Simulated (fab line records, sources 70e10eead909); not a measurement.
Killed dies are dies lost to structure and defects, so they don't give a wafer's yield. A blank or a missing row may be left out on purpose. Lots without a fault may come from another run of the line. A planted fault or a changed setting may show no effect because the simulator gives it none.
Which tool did it? | flow nand_harc | 7 lots, 21 wafers sampled, at 1 step of a route of 1159

WHAT THE GAUGES READ, wafer by wafer
NHARC_P_BONDPAD_INSPECT_23.
lot  | measured     | on                | raw_defect_count
L583 | day 6 11:53  | defect_inspect-01 | 455 238 275
L584 | day 7 03:59  | defect_inspect-01 | 242 396 359
L587 | day 7 17:12  | defect_inspect-01 | 588 490 540
L594 | day 9 23:49  | defect_inspect-01 | 448 224 376
L597 | day 10 02:01 | defect_inspect-01 | 299 240 134
L600 | day 11 03:46 | defect_inspect-01 | 607 512 319
L603 | day 11 19:22 | defect_inspect-01 | 531 341 318

WHICH TOOL RAN EACH LOT (tool, then ch and the chambers of the sampled wafers, then the start)
The record holds no process step before these readings.

THE ANSWER, worked out from the rows above alone
Rule: what is usual is taken from the lots themselves. Put in order of their means at a reading, lots are off if they are a third of the lots or fewer, leave a main group of 4 or more, and stand apart from it by a gap of 3 or more times the standard deviation of the main group's means; of several such gaps the widest counts. A main group whose means are all the same, to the digits that the tables above print for the reading, isn't used. A lot without any number at a reading at which 4 lots or more have one is off too. The other lots that the step has rows for count as sound.
No lot is off at any reading shown: from this, nothing can be told.

WHAT THE SIMULATOR HAD PUT IN
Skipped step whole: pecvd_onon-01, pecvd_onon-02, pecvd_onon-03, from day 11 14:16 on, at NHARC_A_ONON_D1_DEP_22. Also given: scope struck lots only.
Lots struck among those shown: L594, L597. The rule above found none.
